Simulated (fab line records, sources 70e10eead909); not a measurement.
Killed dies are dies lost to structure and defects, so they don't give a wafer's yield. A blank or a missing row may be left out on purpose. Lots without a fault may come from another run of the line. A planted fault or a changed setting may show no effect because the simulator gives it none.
A struck lot beside a sound one | flow nand_harc | 15 steps out of a route of 1159
Sound: wafers L692.1, L692.3, L692.5. Struck: wafers L703.1, L703.2, L703.6. The cause comes at the end.
At each step with rows: each side's tool, then ch and its chambers, then its first start. Under that, the readings that differ: sound wafers | struck wafers | difference of the means | sigmas: that difference in standard deviations of wafers without a fault.
alike: readings whose means differ by less than 2 such deviations, and words and numbers that are the same on both sides. not compared: withheld readings, readings that some wafer has no value for, bounds like >300 that may hide the same value, and numbers for which the record gives no deviation and whose values overlap.
The two part at a step that has a row with sigmas, a row that says differs or no value, or rows on one side only. Numbers that don't overlap but have no deviation are shown without sigmas and don't part them. A reading that every wafer of one side lacks parts them only if that side has two wafers or more.

NHARC_A_CONTACT_ETCH_50: etches the open film in CF4/CHF3, target depth 84.7 nm, time 42.4 s.
  sound on rie_diel-02 ch 0,2; struck on rie_diel-09 ch 0,3
  reading              | sound                | struck            | difference | sigmas
  cf4_flow_sccm (sccm) | 100.24 100.38 100.39 | 99.92 99.38 99.65 | -0.69      | -2
  alike: bias_w, drypump_motor_current_A, oes_product_au, rf_vpp_V, showerhead_plenum_p_Torr, throttle_valve_pct
  not compared: rf_hours_counter_h
NHARC_A_CONTACT_ETCH_51: etches the open film in O2/COS, target depth 3600 nm, time 936 s.
  sound on rie_diel-02 ch 0,2; struck on rie_diel-09 ch 0,3
  reading    | sound             | struck            | difference | sigmas
  bias_w (W) | 302.7 300.6 301.7 | 299.0 299.7 299.8 | -2.2       | -2
  alike: chamber_pressure_mTorr, drypump_motor_current_A, oes_product_au, rf_vpp_V, showerhead_plenum_p_Torr, throttle_valve_pct
  not compared: rf_hours_counter_h
then, 8 steps without rows for these wafers: NHARC_A_CONTACT_ETCH_111 (etches the open film in C4F8/O2/Ar, time 140 s, target depth 700 nm); NHARC_A_CONTACT_ETCH_112 (etches the open film in C4F8/O2/Ar, time 94 s, target depth 922 nm); NHARC_A_CONTACT_ETCH_113 (etches the open film in C4F8/O2/Ar, time 94 s, target depth 922 nm); NHARC_A_CONTACT_ETCH_114 (etches the open film in C4F8/O2/Ar, time 94 s, target depth 922 nm); NHARC_A_CONTACT_ETCH_115 (etches the open film in C4F8/O2/Ar, time 94 s, target depth 922 nm); NHARC_A_CONTACT_ETCH_116 (etches the open film in C4F8/O2/Ar, time 94 s, target depth 922 nm); NHARC_A_CONTACT_ETCH_117 (etches the open film in C4F8/O2/Ar, time 94 s, target depth 922 nm); NHARC_A_CONTACT_ETCH_118 (etches the open film in C4F8/O2/Ar, time 94 s, target depth 922 nm).
NHARC_A_CONTACT_ETCH_119: etches the open film in C4F8/O2/Ar, time 94 s, target depth 922 nm.
  sound on har_cap_etch-03 ch 0,1, day 16 16:06; struck on har_cap_etch-01 ch 0,1, day 19 12:41
  alike: chamber_pressure_mTorr, oes_air_line_au
  not compared: rf_hours_counter_h
NHARC_A_CONTACT_ETCH_120: etches the open film in C4F8/O2/Ar, time 94 s, target depth 922 nm.
  sound on har_cap_etch-03 ch 0,1, day 16 16:12; struck on har_cap_etch-01 ch 0,1, day 19 12:47
  alike: chamber_pressure_mTorr, oes_air_line_au
  not compared: rf_hours_counter_h
NHARC_A_CONTACT_ETCH_121: etches the open film in C4F8/O2/Ar, time 94 s, target depth 922 nm.
  sound on har_cap_etch-03 ch 0,1, day 16 16:17; struck on har_cap_etch-01 ch 0,1, day 19 12:52
  no value came back on the struck wafers for chamber_pressure_mTorr (mTorr), oes_air_line_au (a.u.), time_s (s); on the sound wafers chamber_pressure_mTorr (mTorr) reads 20.020 20.013 20.006
  not compared: rf_hours_counter_h
NHARC_A_CONTACT_ETCH_122: etches the open film in C4F8/O2/Ar, time 95 s, target depth 930 nm.
  sound on har_cap_etch-03 ch 0,1, day 16 16:23; struck on har_cap_etch-01 ch 0,1, day 19 12:58
  alike: chamber_pressure_mTorr, oes_air_line_au
  not compared: rf_hours_counter_h
-- the record jumps here: 3 days lie between the struck wafers' starts before and after (it left off in module A_CONTACT and takes up again in module END, whose first step shown is number 1159 of the route) --
NHARC_END_SORT_01:
  the record has rows for the struck wafers here (prober-01 ch 0, day 22 10:04) and none for the sound ones

WHERE THEY PART
First at NHARC_A_CONTACT_ETCH_50; last, within this record, at NHARC_END_SORT_01.

WHY: what the simulator had put in
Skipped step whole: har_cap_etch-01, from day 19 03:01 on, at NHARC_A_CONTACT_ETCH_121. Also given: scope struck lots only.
